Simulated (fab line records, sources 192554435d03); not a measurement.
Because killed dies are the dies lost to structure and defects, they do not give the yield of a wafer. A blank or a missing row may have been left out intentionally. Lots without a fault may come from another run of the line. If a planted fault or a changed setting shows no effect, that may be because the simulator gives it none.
Chamber matching    flow n5_finfet    N5_BEOL_M9_STRIP_19 on rie_diel-02: 4 sister chambers
The step strips in O2. 22 wafers are shown with their chamber, then 11 later ones without.

== WAFERS WITH THEIR CHAMBER ==
wafer   chamber  showerhead_plenum_p_Torr (Torr)  drypump_motor_current_A (A)  throttle_valve_pct (%)
L076.2  3        2.02                             4.8                          16.38
L076.3  1        2.23                             6.4                          16.59
L076.5  2        2.13                             6.1                          16.75
L075.1  2        2.13                             6.1                          16.76
L075.4  1        2.23                             6.4                          16.58
L075.5  3        2.02                             4.7                          16.36
L079.4  0        2.12                             5.8                          16.40
L079.5  3        2.02                             4.7                          16.38
L079.6  2        2.12                             6.1                          16.75
L083.1  2        2.12                             6.1                          16.76
L083.4  1        2.23                             6.4                          16.62
L083.6  3        2.02                             4.7                          16.37
L082.1  2        2.12                             6.1                          16.78
L082.5  1        2.23                             6.4                          16.62
L082.6  0        2.11                             5.7                          16.40
L084.2  0        2.11                             5.8                          16.40
L084.3  2        2.12                             6.1                          16.77
L084.5  3        2.02                             4.7                          16.38
L087.4  2        2.12                             6.1                          16.80
L087.5  0        2.11                             5.8                          16.41
L087.6  3        2.02                             4.7                          16.40
L091.2  0        2.11                             5.8                          16.42

SIGNATURES (averages over the wafers above)
reading                   chamber 0  chamber 1  chamber 2  chamber 3  scatter within a chamber
showerhead_plenum_p_Torr  2.1120     2.2300     2.1229     2.0200     0.00352
drypump_motor_current_A   5.780      6.400      6.100      4.717      0.0301
throttle_valve_pct        16.4060    16.6025    16.7671    16.3783    0.0157
Rule: for a wafer and a chamber, the distance is found by dividing, reading by reading, the gap between the wafer's reading and the chamber's mean by the reading's scatter, squaring, summing and taking the root. If the next closest chamber is less than 2 further off than the closest, the wafer can't be placed; otherwise it belongs to the closest. The scatter: the root of (the sum of the squares of (reading less its chamber's mean) over the shown wafers, divided by (wafers less chambers)).

== WAFERS WITHOUT THEIR CHAMBER ==
wafer   showerhead_plenum_p_Torr (Torr)  drypump_motor_current_A (A)  throttle_valve_pct (%)
L091.3  2.11                             6.1                          16.80
L091.4  2.01                             4.7                          16.42
L092.2  2.01                             4.7                          16.41
L092.4  2.11                             5.7                          16.41
L092.5  2.22                             6.4                          16.66
L093.2  2.22                             6.4                          16.64
L093.3  2.11                             6.1                          16.79
L093.4  2.11                             5.8                          16.44
L096.2  2.11                             6.1                          16.81
L096.4  2.11                             5.7                          16.43
L096.6  2.01                             4.8                          16.43

== EACH ONE'S CHAMBER ==
wafer   from the rows above  in truth
L091.3  2                    2
L091.4  3                    3
L092.2  3                    3
L092.4  0                    0
L092.5  1                    1
L093.2  1                    1
L093.3  2                    2
L093.4  0                    0
L096.2  2                    2
L096.4  0                    0
L096.6  3                    3
Correctly placed: 11 of 11. Can't be placed from these rows: 0. 0 placed wrongly.
